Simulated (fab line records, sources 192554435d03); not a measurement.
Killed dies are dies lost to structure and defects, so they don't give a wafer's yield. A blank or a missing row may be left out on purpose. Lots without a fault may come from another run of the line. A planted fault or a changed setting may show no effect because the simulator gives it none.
Chamber matching | flow n5_finfet | N5_BEOL_M4_ALD_98 on ald_sin-01: 4 sister chambers
The step deposits SiO2, target thk 2.5 nm, pulse time 1 s, co reactant pulse time 1 s. 4 wafers are shown with their chamber, then 8 later ones without.

WAFERS WITH THEIR CHAMBER
wafer  | chamber | heater_power_w (W)
L079.6 | 3       | 80
L084.2 | 0       | 79
L084.4 | 1       | 72
L085.1 | 2       | 87

WAFERS WITHOUT THEIR CHAMBER
wafer  | heater_power_w (W)
L085.2 | 83
L085.4 | 81
L089.1 | 86
L089.4 | 81
L089.6 | 82
L091.3 | 72
L091.4 | 82
L091.6 | 79

WHICH CHAMBER EACH WENT THROUGH
wafer  | from the rows above          | in truth
L085.2 | can't be placed: 3 or 0 or 2 | 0
L085.4 | can't be placed: 3 or 0      | 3
L089.1 | 2                            | 2
L089.4 | can't be placed: 3 or 0      | 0
L089.6 | can't be placed: 3 or 0 or 2 | 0
L091.3 | 1                            | 1
L091.4 | can't be placed: 3 or 0 or 2 | 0
L091.6 | can't be placed: 0 or 3      | 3
Placed correctly: 2 of 8. Can't be placed from these rows: 6 (the true chamber is among the candidates in 6). Placed wrongly: 0.
How it was worked out, from the rows above alone: a wafer's distance from a chamber is the root of the sum, over the readings, of the square of ((its reading less the chamber's mean) divided by the reading's scatter). The wafer belongs to the nearest chamber; if the next one is less than 2 further off, it can't be placed. A chamber's mean is the mean of its shown wafers. The scatter: with one shown wafer a chamber, the root of the mean of the squares of how far each hidden wafer lies from its nearest shown one.
